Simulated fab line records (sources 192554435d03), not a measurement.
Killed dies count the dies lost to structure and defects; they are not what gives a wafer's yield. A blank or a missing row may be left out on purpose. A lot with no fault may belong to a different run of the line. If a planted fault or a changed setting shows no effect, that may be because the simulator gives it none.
Matching of chambers + flow n5 finfet + rie si-01 running N5_FIN_SAQP_ETCH_64: 4 sister chambers
The step etches SiO2 in CF4, target depth 1.5 nm. 4 wafers are shown with their chamber, then 10 later ones without.

== EACH WAFER AND ITS CHAMBER ==
| wafer  | chamber | drypump motor current A (A) |
|--------|---------|-----------------------------|
| L080.6 | 1       | 4.7                         |
| L084.6 | 3       | 6.5                         |
| L086.1 | 0       | 6.0                         |
| L086.3 | 2       | 5.7                         |

== WAFERS WITH NO CHAMBER GIVEN ==
| wafer  | drypump motor current A (A) |
|--------|-----------------------------|
| L086.5 | 4.7                         |
| L090.1 | 6.1                         |
| L090.3 | 4.7                         |
| L090.5 | 4.8                         |
| L094.1 | 4.7                         |
| L094.4 | 6.1                         |
| L094.6 | 6.1                         |
| L095.1 | 4.7                         |
| L095.3 | 6.6                         |
| L095.4 | 6.1                         |

== EACH ONE'S CHAMBER ==
| wafer  | from the rows above | in truth |
|--------|---------------------|----------|
| L086.5 | 1                   | 1        |
| L090.1 | 0                   | 0        |
| L090.3 | 1                   | 1        |
| L090.5 | 1                   | 1        |
| L094.1 | 1                   | 1        |
| L094.4 | 0                   | 0        |
| L094.6 | 0                   | 0        |
| L095.1 | 1                   | 1        |
| L095.3 | 3                   | 3        |
| L095.4 | 0                   | 0        |
10 of 10 placed correctly. From these rows, 0 cannot be placed. Placed wrongly: 0.
How it was worked out, from the rows above alone: a wafer's distance from a chamber is the root of the sum, over the readings, of the square of ((its reading less the chamber's mean) divided by the reading's scatter). The wafer belongs to the nearest chamber; if the next one is less than 2 further off, it can't be placed. A chamber's mean is the mean of its shown wafers. The scatter: root of mean squared gap, hidden wafer to nearest shown wafer, with one shown wafer a chamber.
